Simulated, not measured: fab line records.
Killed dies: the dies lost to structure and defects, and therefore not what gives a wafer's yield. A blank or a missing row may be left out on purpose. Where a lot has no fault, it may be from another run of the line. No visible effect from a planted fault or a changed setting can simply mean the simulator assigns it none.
Matching of chambers || flow n5-finfet || N5_BEOL_M11_DEP_56 on pecvd-02 has 3 sister chambers
The step deposits SiCN from 3MS/NH3, target thk 30 nm, time 10.5 s. 3 wafers are shown with their chamber, then 9 later ones without.

EACH WAFER AND ITS CHAMBER
{"wafer": "L091.2", "chamber": 2, "throttle-valve-pct (%)": 17.5}
{"wafer": "L091.4", "chamber": 0, "throttle-valve-pct (%)": 18.5}
{"wafer": "L091.6", "chamber": 1, "throttle-valve-pct (%)": 19.7}

WAFERS WITH NO CHAMBER GIVEN
{"wafer": "L090.1", "throttle-valve-pct (%)": 18.4}
{"wafer": "L090.5", "throttle-valve-pct (%)": 19.7}
{"wafer": "L090.6", "throttle-valve-pct (%)": 18.5}
{"wafer": "L097.1", "throttle-valve-pct (%)": 18.6}
{"wafer": "L097.4", "throttle-valve-pct (%)": 18.0}
{"wafer": "L097.5", "throttle-valve-pct (%)": 18.6}
{"wafer": "L096.1", "throttle-valve-pct (%)": 17.7}
{"wafer": "L096.2", "throttle-valve-pct (%)": 18.5}
{"wafer": "L096.3", "throttle-valve-pct (%)": 17.9}

WHICH CHAMBER EACH WENT THROUGH
{"wafer": "L090.1", "from the rows above": 0, "in truth": 0}
{"wafer": "L090.5", "from the rows above": 1, "in truth": 1}
{"wafer": "L090.6", "from the rows above": 0, "in truth": 0}
{"wafer": "L097.1", "from the rows above": 0, "in truth": 0}
{"wafer": "L097.4", "from the rows above": "can't be placed: 0 or 2", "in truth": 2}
{"wafer": "L097.5", "from the rows above": 0, "in truth": 0}
{"wafer": "L096.1", "from the rows above": 2, "in truth": 2}
{"wafer": "L096.2", "from the rows above": 0, "in truth": 0}
{"wafer": "L096.3", "from the rows above": "can't be placed: 2 or 0", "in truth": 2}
Correctly placed: 7 of 9. Cannot be placed on the basis of these rows: 2; the candidates contain the true chamber in 2. Placed wrongly: 0.
How it was worked out, from the rows above alone: a wafer's distance from a chamber is the root of the sum, over the readings, of the square of ((its reading less the chamber's mean) divided by the reading's scatter). If the next closest chamber is less than 2 further off than the closest, the wafer can't be placed; otherwise it belongs to the closest. A chamber's mean is the mean of its shown wafers. The scatter (one wafer shown for each chamber): square how far every hidden wafer sits from the nearest shown wafer, average those squares and take the square root.
